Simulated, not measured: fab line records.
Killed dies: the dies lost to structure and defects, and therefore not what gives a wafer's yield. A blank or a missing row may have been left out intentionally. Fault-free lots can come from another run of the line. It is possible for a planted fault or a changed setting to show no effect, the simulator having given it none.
Chamber matching + flow n5_finfet + N5_BEOL_M11_ALD_74 on ald_metal-02: 4 sister chambers
The step deposits TaN, target thk 2 nm, pulse time 2 s, purge time 3 s. 8 wafers are shown with their chamber, then 12 later ones without.

EACH WAFER AND ITS CHAMBER
| wafer  | chamber | heater_power_w (W) | precursor_vessel_pressure_torr (Torr) |
|--------|---------|--------------------|---------------------------------------|
| L082.1 | 2       | 439                | 26.36                                 |
| L082.6 | 3       | 408                | 26.23                                 |
| L088.1 | 0       | 504                | 26.25                                 |
| L087.1 | 3       | 419                | 26.24                                 |
| L087.6 | 0       | 496                | 26.25                                 |
| L089.1 | 1       | 407                | 26.18                                 |
| L089.2 | 2       | 438                | 26.38                                 |
| L089.5 | 1       | 406                | 26.26                                 |

WAFERS WITH NO CHAMBER GIVEN
| wafer  | heater_power_w (W) | precursor_vessel_pressure_torr (Torr) |
|--------|--------------------|---------------------------------------|
| L090.1 | 409                | 26.29                                 |
| L090.4 | 425                | 26.21                                 |
| L090.5 | 412                | 26.30                                 |
| L093.3 | 422                | 26.20                                 |
| L093.5 | 452                | 26.20                                 |
| L093.6 | 404                | 26.26                                 |
| L092.1 | 422                | 26.26                                 |
| L092.3 | 414                | 26.19                                 |
| L092.5 | 443                | 26.24                                 |
| L097.2 | 421                | 26.27                                 |
| L097.4 | 413                | 26.23                                 |
| L097.6 | 417                | 26.32                                 |

EACH ONE'S CHAMBER
| wafer  | from the rows above          | in truth |
|--------|------------------------------|----------|
| L090.1 | can't be placed: 3 or 1      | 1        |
| L090.4 | can't be placed: 3 or 1      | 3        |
| L090.5 | can't be placed: 3 or 1      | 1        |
| L093.3 | can't be placed: 3 or 1      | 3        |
| L093.5 | can't be placed: 2 or 3      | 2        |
| L093.6 | can't be placed: 1 or 3      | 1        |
| L092.1 | can't be placed: 3 or 1      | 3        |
| L092.3 | can't be placed: 3 or 1      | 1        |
| L092.5 | can't be placed: 2 or 3      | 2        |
| L097.2 | can't be placed: 3 or 1      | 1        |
| L097.4 | can't be placed: 3 or 1      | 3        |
| L097.6 | can't be placed: 3 or 1 or 2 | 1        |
Correctly placed: 0 of 12. Cannot be placed on the basis of these rows: 12; the candidates contain the true chamber in 12. Wrongly placed: 0.
How it was worked out, from the rows above alone: a wafer's distance from a chamber is the root of the sum, over the readings, of the square of ((its reading less the chamber's mean) divided by the reading's scatter). The wafer belongs to the nearest chamber; if the next one is less than 2 further off, it can't be placed. Each chamber's mean is taken over the wafers shown for it. How the scatter is found: for the shown wafers, subtract from each reading the mean of its chamber, square and add these, divide the total by (wafers less chambers), then take the root.
